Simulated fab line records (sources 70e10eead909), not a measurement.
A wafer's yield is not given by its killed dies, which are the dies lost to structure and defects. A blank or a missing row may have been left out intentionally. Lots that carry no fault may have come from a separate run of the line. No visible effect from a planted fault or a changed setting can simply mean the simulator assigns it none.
The tool behind it: which one? + flow nandHarc + 66 wafers from 22 lots sampled at 6 of the route's 1159 steps

WHAT THE GAUGES SHOWED, per wafer
The record lacks any reading of a measuring or inspecting step that a usual standard deviation could be used to judge.

WHICH TOOL RAN EACH LOT (tool, then ch and the chambers of the sampled wafers, then the start)
| lot  | NHARC_A_CHANNEL_HOLE_D1_ETCH_22 | NHARC_A_CHANNEL_FILL_D1_ALD_16  | NHARC_A_STAIRCASE_TRIM_14                    | NHARC_A_STAIRCASE_ETCH_27                    | NHARC_A_STAIRCASE_DESCUM_186      | NHARC_A_STAIRCASE_TRIM_187        |
|------|---------------------------------|---------------------------------|----------------------------------------------|----------------------------------------------|-----------------------------------|-----------------------------------|
| L074 | harEtch-02 ch 0,1, day 8 11:44  | aldHk-01 ch 0,2,3, day 9 04:54  | rieDiel-13 ch 1,2, day 10 22:52 or earlier   | rieDiel-06 ch 0,1, day 10 22:52 or earlier   | rieDiel-06 ch 1,2,3, day 10 22:52 | rieDiel-06 ch 1,2,3, day 10 23:00 |
| L077 | harEtch-02 ch 0,1, day 8 21:24  | aldHk-03 ch 2,3, day 9 15:20    | rieDiel-01 ch 1,2, day 11 11:01 or earlier   | rieDiel-01 ch 0,2,3, day 11 11:01 or earlier | rieDiel-01 ch 0,1,2, day 11 11:01 | rieDiel-01 ch 0,1, day 11 11:05   |
| L076 | harEtch-01 ch 0,1, day 8 21:33  | aldHk-01 ch 0,1,3, day 9 15:20  | rieDiel-01 ch 1,2, day 11 10:21 or earlier   | rieDiel-13 ch 0,3, day 11 10:21 or earlier   | rieDiel-01 ch 1,3, day 11 10:21   | rieDiel-01 ch 2,3, day 11 10:25   |
| L078 | harEtch-02 ch 0,1, day 9 09:44  | aldHk-01 ch 0,3, day 10 03:40   | rieDiel-01 ch 1,2,3, day 12 02:07 or earlier | rieDiel-01 ch 1,3, day 12 02:07 or earlier   | rieDiel-01 ch 0,2, day 12 02:07   | rieDiel-01 ch 0,1,3, day 12 02:11 |
| L079 | harEtch-02 ch 0,1, day 9 13:49  | aldHk-03 ch 2,3, day 10 07:07   | rieDiel-06 ch 0,2, day 12 02:25 or earlier   | rieDiel-01 ch 2,3, day 12 02:25 or earlier   | rieDiel-13 ch 0,2,3, day 12 02:25 | rieDiel-13 ch 0,1, day 12 02:30   |
| L081 | harEtch-01 ch 0,1, day 9 21:35  | aldHk-03 ch 0,1,3, day 10 18:23 | rieDiel-06 ch 0,2,3, day 12 13:52 or earlier | rieDiel-13 ch 0,1,3, day 12 13:52 or earlier | rieDiel-06 ch 0,1,3, day 12 13:52 | rieDiel-06 ch 0,1,2, day 12 14:02 |
| L080 | harEtch-02 ch 0,1, day 9 21:46  | aldHk-02 ch 2,3, day 10 18:26   | rieDiel-01 ch 0,2,3, day 12 13:49 or earlier | rieDiel-01 ch 1,2,3, day 12 13:49 or earlier | rieDiel-06 ch 1,2,3, day 12 13:49 | rieDiel-06 ch 1,2,3, day 12 13:57 |
| L083 | harEtch-02 ch 0,1, day 10 17:16 | aldHk-01 ch 0,2, day 11 11:07   | rieDiel-13 ch 0,3, day 13 07:22 or earlier   | rieDiel-06 ch 1,2, day 13 07:22 or earlier   | rieDiel-06 ch 0,1,2, day 13 07:22 | rieDiel-06 ch 0,1,3, day 13 07:26 |
| L082 | harEtch-01 ch 0,1, day 10 18:19 | aldHk-03 ch 0,1,3, day 11 10:58 | rieDiel-06 ch 1,2,3, day 13 05:39 or earlier | rieDiel-01 ch 0,1,3, day 13 05:39 or earlier | rieDiel-06 ch 0,2,3, day 13 05:39 | rieDiel-06 ch 1,2,3, day 13 05:44 |
| L084 | harEtch-01 ch 0,1, day 11 07:00 | aldHk-02 ch 0,1, day 12 00:09   | rieDiel-13 ch 0,1,3, day 13 18:16 or earlier | rieDiel-13 ch 1,2,3, day 13 18:16 or earlier | rieDiel-01 ch 0,2,3, day 13 18:16 | rieDiel-01 ch 0,3, day 13 18:19   |
| L085 | harEtch-02 ch 0,1, day 11 07:32 | aldHk-02 ch 0,1,2, day 12 00:01 | rieDiel-06 ch 1,2, day 13 18:29 or earlier   | rieDiel-06 ch 1,2, day 13 18:29 or earlier   | rieDiel-06 ch 0,1,2, day 13 18:29 | rieDiel-06 ch 0,1, day 13 18:35   |
| L087 | harEtch-01 ch 0,1, day 11 10:52 | aldHk-02 ch 2,3, day 12 04:49   | rieDiel-06 ch 0,2,3, day 14 03:56 or earlier | rieDiel-13 ch 2,3, day 14 03:56 or earlier   | rieDiel-06 ch 0,3, day 14 03:56   | rieDiel-06 ch 0,1,3, day 14 04:01 |
| L086 | harEtch-02 ch 0,1, day 11 16:17 | aldHk-02 ch 1,3, day 12 11:29   | rieDiel-13 ch 0,1,2, day 14 11:07 or earlier | rieDiel-13 ch 0,2,3, day 14 11:07 or earlier | rieDiel-13 ch 0,1, day 14 11:07   | rieDiel-13 ch 1,2,3, day 14 11:26 |
| L089 | harEtch-02 ch 0,1, day 12 03:01 | aldHk-02 ch 1,2, day 12 20:13   | rieDiel-13 ch 0,1, day 14 14:56 or earlier   | rieDiel-13 ch 2,3, day 14 14:56 or earlier   | rieDiel-01 ch 1,2,3, day 14 14:56 | rieDiel-01 ch 0,2, day 14 15:05   |
| L090 | harEtch-02 ch 0,1, day 12 09:42 | aldHk-01 ch 0,1,2, day 13 03:26 | rieDiel-06 ch 0,1,2, day 15 02:33 or earlier | rieDiel-01 ch 0,3, day 15 02:33 or earlier   | rieDiel-06 ch 0,1,2, day 15 02:33 | rieDiel-06 ch 1,2,3, day 15 02:39 |
| L091 | harEtch-01 ch 0,1, day 12 16:16 | aldHk-03 ch 1,2,3, day 13 09:17 | rieDiel-13 ch 1,2,3, day 15 02:53 or earlier | rieDiel-13 ch 1,2,3, day 15 02:53 or earlier | rieDiel-13 ch 1,2,3, day 15 02:53 | rieDiel-13 ch 0,1,2, day 15 02:59 |
| L092 | harEtch-02 ch 0,1, day 12 17:18 | aldHk-02 ch 0,3, day 13 09:19   | rieDiel-13 ch 1,2, day 15 03:53 or earlier   | rieDiel-06 ch 0,1,3, day 15 03:53 or earlier | rieDiel-01 ch 0,2,3, day 15 03:53 | rieDiel-01 ch 1,2,3, day 15 03:59 |
| L093 | harEtch-01 ch 0,1, day 13 02:47 | aldHk-02 ch 0,1,2, day 13 20:23 | rieDiel-01 ch 1,2,3, day 15 15:49 or earlier | rieDiel-13 ch 0,2,3, day 15 15:49 or earlier | rieDiel-13 ch 0,1,2, day 15 15:49 | rieDiel-13 ch 0,2,3, day 15 15:53 |
| L094 | harEtch-02 ch 0,1, day 13 09:05 | aldHk-01 ch 0,1,3, day 14 02:04 | rieDiel-06 ch 0,1,3, day 15 21:13 or earlier | rieDiel-01 ch 1,2,3, day 15 21:13 or earlier | rieDiel-01 ch 1,2,3, day 15 21:13 | rieDiel-01 ch 0,2, day 15 21:20   |
| L095 | harEtch-01 ch 0,1, day 13 10:36 | aldHk-02 ch 0,1,3, day 14 02:08 | rieDiel-01 ch 0,2,3, day 16 00:41 or earlier | rieDiel-06 ch 0,2,3, day 16 00:41 or earlier | rieDiel-13 ch 0,1,3, day 16 00:41 | rieDiel-13 ch 0,1,2, day 16 00:47 |
| L096 | harEtch-02 ch 0,1, day 13 19:17 | aldHk-02 ch 0,3, day 14 15:14   | rieDiel-13 ch 1,2,3, day 16 10:55 or earlier | rieDiel-13 ch 1,2, day 16 10:55 or earlier   | rieDiel-06 ch 0,1,2, day 16 10:55 | rieDiel-06 ch 0,1,2, day 16 11:02 |
| L097 | harEtch-02 ch 0, day 14 11:54   | aldHk-01 ch 2,3, day 15 04:17   | rieDiel-01 ch 1,3, day 16 23:25 or earlier   | rieDiel-01 ch 0,1, day 16 23:25 or earlier   | rieDiel-13 ch 0,2,3, day 16 23:25 | rieDiel-13 ch 0,1, day 16 23:29   |
- NHARC_A_CHANNEL_HOLE_D1_ETCH_22: etches the open film in C4F8/O2/Ar, time 666.7 s, target depth 1600 nm.
- NHARC_A_CHANNEL_FILL_D1_ALD_16: deposits SiO2, target thk 1.5 nm, pulse time 10 s, ald cycles 15.
- NHARC_A_STAIRCASE_TRIM_14: chemistry O2, time 211.2 s.
- NHARC_A_STAIRCASE_ETCH_27: etches the open film in C4F8/O2, target depth 100 nm, time 40.5 s.
- NHARC_A_STAIRCASE_DESCUM_186: chemistry O2, time 3 s.
- NHARC_A_STAIRCASE_TRIM_187: chemistry O2, time 211.2 s.

AS READ BY THE TOOLS THEMSELVES (means over the sampled wafers that have a number; for cases with no such wafer, the mark the record gives instead)
NHARC_A_CHANNEL_HOLE_D1_ETCH_22. Usual: c4f8FlowSccm 89.33 sccm, standard deviation 0.24; drypumpMotorCurrentA 5.31 A, standard deviation 0.19; showerheadPlenumPTorr 3.74 Torr, standard deviation 0.14; throttleValvePct 32.155 %, standard deviation 0.0083.
| lot  | tool       | c4f8FlowSccm (sccm) | drypumpMotorCurrentA (A) | showerheadPlenumPTorr (Torr) | throttleValvePct (%) | flag |
|------|------------|---------------------|--------------------------|------------------------------|----------------------|------|
| L074 | harEtch-02 | 89.23               | 5.16                     | 3.77                         | 32.153               |      |
| L077 | harEtch-02 | 89.42               | 5.17                     | 3.65                         | 32.148               |      |
| L076 | harEtch-01 | 89.31               | 5.44                     | 3.82                         | 32.157               |      |
| L078 | harEtch-02 | 89.27               | 5.15                     | 3.76                         | 32.162               |      |
| L079 | harEtch-02 | 89.27               | 5.17                     | 3.65                         | 32.159               |      |
| L081 | harEtch-01 | 89.28               | 5.47                     | 3.82                         | 32.155               |      |
| L080 | harEtch-02 | 89.18               | 5.18                     | 3.65                         | 32.156               |      |
| L083 | harEtch-02 | 89.32               | 5.13                     | 3.75                         | 32.153               |      |
| L082 | harEtch-01 | 89.45               | 5.44                     | 3.82                         | 32.157               |      |
| L084 | harEtch-01 | 89.34               | 5.48                     | 3.81                         | 32.161               |      |
| L085 | harEtch-02 | 89.31               | 5.16                     | 3.75                         | 32.159               |      |
| L087 | harEtch-01 | 89.31               | 5.47                     | 3.81                         | 32.156               |      |
| L086 | harEtch-02 | 89.43               | 5.16                     | 3.75                         | 32.153               |      |
| L089 | harEtch-02 | 89.38               | 5.18                     | 3.63                         | 32.158               |      |
| L090 | harEtch-02 | 89.22               | 5.17                     | 3.63                         | 32.153               |      |
| L091 | harEtch-01 | 89.44               | 5.56                     | 3.80                         | 32.156               |      |
| L092 | harEtch-02 | 89.23               | 5.17                     | 3.74                         | 32.155               |      |
| L093 | harEtch-01 | 89.27               | 5.57                     | 3.80                         | 32.159               |      |
| L094 | harEtch-02 | 89.52               | 5.21                     | 3.63                         | 32.153               |      |
| L095 | harEtch-01 | 89.38               | 5.56                     | 3.80                         | 32.157               |      |
| L096 | harEtch-02 | 89.39               | 5.16                     | 3.62                         | 32.144               |      |
| L097 | harEtch-02 | 89.54               | 5.14                     | 3.83                         | 32.161               |      |

NHARC_A_CHANNEL_FILL_D1_ALD_16. Usual: heaterPowerW 470 W, standard deviation 30; precursorPulseHeightRel 0.998, standard deviation 0.02.
| lot  | tool     | heaterPowerW (W) | precursorPulseHeightRel | flag |
|------|----------|------------------|-------------------------|------|
| L074 | aldHk-01 | 470              | 0.997                   |      |
| L077 | aldHk-03 | 484              | 0.983                   |      |
| L076 | aldHk-01 | 465              | 1.014                   |      |
| L078 | aldHk-01 | 465              | 0.990                   |      |
| L079 | aldHk-03 | 488              | 1.001                   |      |
| L081 | aldHk-03 | 458              | 0.995                   |      |
| L080 | aldHk-02 | 471              | 1.017                   |      |
| L083 | aldHk-01 | 454              | 0.981                   |      |
| L082 | aldHk-03 | 471              | 1.012                   |      |
| L084 | aldHk-02 | 444              | 1.000                   |      |
| L085 | aldHk-02 | 462              | 0.998                   |      |
| L087 | aldHk-02 | 470              | 0.984                   |      |
| L086 | aldHk-02 | 444              | 1.009                   |      |
| L089 | aldHk-02 | 447              | 0.982                   |      |
| L090 | aldHk-01 | 458              | 0.984                   |      |
| L091 | aldHk-03 | 473              | 0.995                   |      |
| L092 | aldHk-02 | 498              | 0.999                   |      |
| L093 | aldHk-02 | 465              | 1.007                   |      |
| L094 | aldHk-01 | 467              | 0.983                   |      |
| L095 | aldHk-02 | 468              | 1.011                   |      |
| L096 | aldHk-02 | 495              | 0.983                   |      |
| L097 | aldHk-01 | 488              | 1.005                   |      |

NHARC_A_STAIRCASE_TRIM_14. Usual: drypumpMotorCurrentA 5.9 A, standard deviation 0.41; oesProductAu 0.998 a.u., standard deviation 0.0088; rfVppV 57.8 V, standard deviation 0.95; showerheadPlenumPTorr 3.47 Torr, standard deviation 0.16; throttleValvePct 17.037 %, standard deviation 0.0084.
| lot  | tool       | drypumpMotorCurrentA (A) | oesProductAu (a.u.) | rfVppV (V) | showerheadPlenumPTorr (Torr) | throttleValvePct (%) | flag |
|------|------------|--------------------------|---------------------|------------|------------------------------|----------------------|------|
| L074 | rieDiel-13 | 5.7                      | 1.006               | 57.5       | 3.33                         | 17.041               |      |
| L077 | rieDiel-01 | 5.7                      | 0.998               | 57.4       | 3.34                         | 17.032               |      |
| L076 | rieDiel-01 | 5.7                      | 0.992               | 57.5       | 3.34                         | 17.036               |      |
| L078 | rieDiel-01 | 5.8                      | 0.994               | 58.6       | 3.41                         | 17.046               |      |
| L079 | rieDiel-06 | 6.2                      | 0.997               | 59.2       | 3.60                         | 17.042               |      |
| L081 | rieDiel-06 | 6.2                      | 1.001               | 58.9       | 3.50                         | 17.043               |      |
| L080 | rieDiel-01 | 5.9                      | 0.984               | 58.0       | 3.46                         | 17.038               |      |
| L083 | rieDiel-13 | 5.6                      | 0.995               | 57.6       | 3.48                         | 17.044               |      |
| L082 | rieDiel-06 | 6.4                      | 1.007               | 57.3       | 3.53                         | 17.033               |      |
| L084 | rieDiel-13 | 5.5                      | 0.997               | 57.7       | 3.40                         | 17.040               |      |
| L085 | rieDiel-06 | 6.5                      | 0.993               | 59.0       | 3.62                         | 17.043               |      |
| L087 | rieDiel-06 | 6.2                      | 0.997               | 57.4       | 3.49                         | 17.033               |      |
| L086 | rieDiel-13 | 5.8                      | 0.992               | 58.3       | 3.57                         | 17.046               |      |
| L089 | rieDiel-13 | 5.4                      | 0.998               | 57.0       | 3.42                         | 17.028               |      |
| L090 | rieDiel-06 | 6.3                      | 0.993               | 58.4       | 3.62                         | 17.026               |      |
| L091 | rieDiel-13 | 5.7                      | 0.998               | 57.6       | 3.47                         | 17.035               |      |
| L092 | rieDiel-13 | 6.1                      | 1.002               | 57.2       | 3.64                         | 17.027               |      |
| L093 | rieDiel-01 | 5.8                      | 1.002               | 58.2       | 3.39                         | 17.040               |      |
| L094 | rieDiel-06 | 6.2                      | 0.998               | 58.2       | 3.51                         | 17.036               |      |
| L095 | rieDiel-01 | 5.9                      | 1.004               | 56.8       | 3.44                         | 17.029               |      |
| L096 | rieDiel-13 | 5.8                      | 0.997               | 58.0       | 3.47                         | 17.041               |      |
| L097 | rieDiel-01 | 5.7                      | 0.997               | 58.1       | 3.38                         | 17.036               |      |

NHARC_A_STAIRCASE_ETCH_27. Usual: oesProductAu 0.940 a.u., standard deviation 0.011; rfFwdPowerW 593.2 W, standard deviation 2.5; rfVppV 894 V, standard deviation 5.9.
| lot  | tool       | oesProductAu (a.u.) | rfFwdPowerW (W) | rfVppV (V) | flag |
|------|------------|---------------------|-----------------|------------|------|
| L074 | rieDiel-06 | 0.957               | 593.7           | 901        |      |
| L077 | rieDiel-01 | 0.927               | 592.6           | 893        |      |
| L076 | rieDiel-13 | 0.920               | 593.5           | 895        |      |
| L078 | rieDiel-01 | 0.934               | 591.9           | 892        |      |
| L079 | rieDiel-01 | 0.937               | 592.1           | 895        |      |
| L081 | rieDiel-13 | 0.929               | 594.0           | 893        |      |
| L080 | rieDiel-01 | 0.930               | 592.7           | 892        |      |
| L083 | rieDiel-06 | 0.937               | 593.5           | 900        |      |
| L082 | rieDiel-01 | 0.940               | 591.5           | 893        |      |
| L084 | rieDiel-13 | 0.933               | 592.9           | 895        |      |
| L085 | rieDiel-06 | 0.942               | 595.0           | 899        |      |
| L087 | rieDiel-13 | 0.939               | 591.1           | 899        |      |
| L086 | rieDiel-13 | 0.936               | 592.9           | 897        |      |
| L089 | rieDiel-13 | 0.934               | 594.0           | 893        |      |
| L090 | rieDiel-01 | 0.946               | 588.0           | 896        |      |
| L091 | rieDiel-13 | 0.942               | 593.1           | 894        |      |
| L092 | rieDiel-06 | 0.950               | 594.1           | 896        |      |
| L093 | rieDiel-13 | 0.950               | 593.0           | 896        |      |
| L094 | rieDiel-01 | 0.955               | 590.5           | 891        |      |
| L095 | rieDiel-06 | 0.954               | 595.3           | 893        |      |
| L096 | rieDiel-13 | 0.921               | 590.8           | 894        |      |
| L097 | rieDiel-01 | 0.957               | 593.2           | 889        |      |

NHARC_A_STAIRCASE_DESCUM_186. Usual: drypumpMotorCurrentA 6.0 A, standard deviation 0.4; oesProductAu 1.000 a.u., standard deviation 0.011; rfVppV 57.6 V, standard deviation 0.93; showerheadPlenumPTorr 1.89 Torr, standard deviation 0.091; throttleValvePct 11.312 %, standard deviation 0.0092.
| lot  | tool       | drypumpMotorCurrentA (A) | oesProductAu (a.u.) | rfVppV (V) | showerheadPlenumPTorr (Torr) | throttleValvePct (%) | flag |
|------|------------|--------------------------|---------------------|------------|------------------------------|----------------------|------|
| L074 | rieDiel-06 | 6.4                      | 1.014               | 57.3       | 1.92                         | 11.304               |      |
| L077 | rieDiel-01 | 5.7                      | 1.007               | 56.9       | 1.83                         | 11.317               |      |
| L076 | rieDiel-01 | 5.9                      | 0.997               | 58.6       | 1.89                         | 11.321               |      |
| L078 | rieDiel-01 | 5.8                      | 0.990               | 57.5       | 1.83                         | 11.307               |      |
| L079 | rieDiel-13 | 5.9                      | 0.987               | 56.9       | 1.83                         | 11.306               |      |
| L081 | rieDiel-06 | 6.2                      | 1.007               | 57.9       | 1.91                         | 11.315               |      |
| L080 | rieDiel-06 | 6.4                      | 1.008               | 57.0       | 1.91                         | 11.302               |      |
| L083 | rieDiel-06 | 6.3                      | 0.993               | 57.4       | 1.97                         | 11.318               |      |
| L082 | rieDiel-06 | 6.2                      | 1.001               | 57.9       | 1.89                         | 11.300               |      |
| L084 | rieDiel-01 | 5.9                      | 1.000               | 58.0       | 1.87                         | 11.325               |      |
| L085 | rieDiel-06 | 6.3                      | 0.997               | 57.6       | 1.97                         | 11.319               |      |
| L087 | rieDiel-06 | 6.0                      | 1.003               | 58.3       | 1.89                         | 11.314               |      |
| L086 | rieDiel-13 | 5.5                      | 1.007               | 57.7       | 1.90                         | 11.317               |      |
| L089 | rieDiel-01 | 5.7                      | 1.007               | 57.5       | 1.84                         | 11.304               |      |
| L090 | rieDiel-06 | 6.3                      | 0.996               | 58.2       | 1.97                         | 11.306               |      |
| L091 | rieDiel-13 | 5.7                      | 0.987               | 57.7       | 1.88                         | 11.312               |      |
| L092 | rieDiel-01 | 5.9                      | 1.011               | 57.6       | 1.87                         | 11.315               |      |
| L093 | rieDiel-13 | 5.8                      | 0.998               | 57.3       | 1.94                         | 11.313               |      |
| L094 | rieDiel-01 | 5.8                      | 1.009               | 57.3       | 1.84                         | 11.310               |      |
| L095 | rieDiel-13 | 5.4                      | 0.998               | 57.5       | 1.84                         | 11.317               |      |
| L096 | rieDiel-06 | 6.3                      | 0.992               | 58.0       | 1.96                         | 11.312               |      |
| L097 | rieDiel-13 | 5.8                      | 0.999               | 57.7       | 1.92                         | 11.311               |      |

NHARC_A_STAIRCASE_TRIM_187. Usual: drypumpMotorCurrentA 6.0 A, standard deviation 0.4; oesProductAu 0.999 a.u., standard deviation 0.0091; rfVppV 57.7 V, standard deviation 0.93; showerheadPlenumPTorr 3.48 Torr, standard deviation 0.15; throttleValvePct 17.036 %, standard deviation 0.0096.
| lot  | tool       | drypumpMotorCurrentA (A) | oesProductAu (a.u.) | rfVppV (V) | showerheadPlenumPTorr (Torr) | throttleValvePct (%) | flag |
|------|------------|--------------------------|---------------------|------------|------------------------------|----------------------|------|
| L074 | rieDiel-06 | 6.4                      | 0.999               | 58.1       | 3.53                         | 17.038               |      |
| L077 | rieDiel-01 | 5.7                      | 0.993               | 57.5       | 3.38                         | 17.044               |      |
| L076 | rieDiel-01 | 5.9                      | 0.988               | 57.4       | 3.48                         | 17.039               |      |
| L078 | rieDiel-01 | 5.8                      | 0.993               | 57.4       | 3.45                         | 17.042               |      |
| L079 | rieDiel-13 | 5.5                      | 0.984               | 57.9       | 3.51                         | 17.044               |      |
| L081 | rieDiel-06 | 6.3                      | 0.985               | 57.1       | 3.63                         | 17.035               |      |
| L080 | rieDiel-06 | 6.4                      | 1.007               | 57.8       | 3.53                         | 17.026               |      |
| L083 | rieDiel-06 | 6.2                      | 1.005               | 57.9       | 3.52                         | 17.028               |      |
| L082 | rieDiel-06 | 6.4                      | 1.004               | 57.6       | 3.52                         | 17.033               |      |
| L084 | rieDiel-01 | 5.9                      | 0.994               | 57.5       | 3.52                         | 17.034               |      |
| L085 | rieDiel-06 | 6.1                      | 0.997               | 58.7       | 3.63                         | 17.044               |      |
| L087 | rieDiel-06 | 6.3                      | 0.997               | 57.6       | 3.52                         | 17.045               |      |
| L086 | rieDiel-13 | 5.8                      | 0.995               | 58.0       | 3.48                         | 17.034               |      |
| L089 | rieDiel-01 | 5.8                      | 1.005               | 57.1       | 3.38                         | 17.027               |      |
| L090 | rieDiel-06 | 6.5                      | 1.003               | 57.6       | 3.52                         | 17.029               |      |
| L091 | rieDiel-13 | 5.8                      | 1.004               | 58.2       | 3.57                         | 17.040               |      |
| L092 | rieDiel-01 | 5.8                      | 1.000               | 57.4       | 3.40                         | 17.024               |      |
| L093 | rieDiel-13 | 5.9                      | 1.003               | 58.1       | 3.54                         | 17.033               |      |
| L094 | rieDiel-01 | 5.8                      | 1.007               | 57.4       | 3.42                         | 17.042               |      |
| L095 | rieDiel-13 | 5.8                      | 0.993               | 58.4       | 3.56                         | 17.036               |      |
| L096 | rieDiel-06 | 6.3                      | 0.995               | 58.5       | 3.61                         | 17.047               |      |
| L097 | rieDiel-13 | 5.5                      | 1.008               | 57.9       | 3.49                         | 17.036               |      |

THE ANSWER, worked out from the rows above alone
Rule: a lot counts as off when the mean over its wafers that have a number is more than 3 standard deviations away from the usual mean. Also off: a lot with no number at a reading for which 4 or more lots have one. All remaining lots with rows at the step are treated as sound. Order of review: gauges by route order, followed by the tools' own readings, for which a lot's mean as printed above is used. At the first step where some lot is off, the reading lying furthest off is the one used; lots without a number count as furthest.
No lot is off on any of the readings shown, so nothing can be concluded from this.

WHAT THE SIMULATOR HAD INSERTED
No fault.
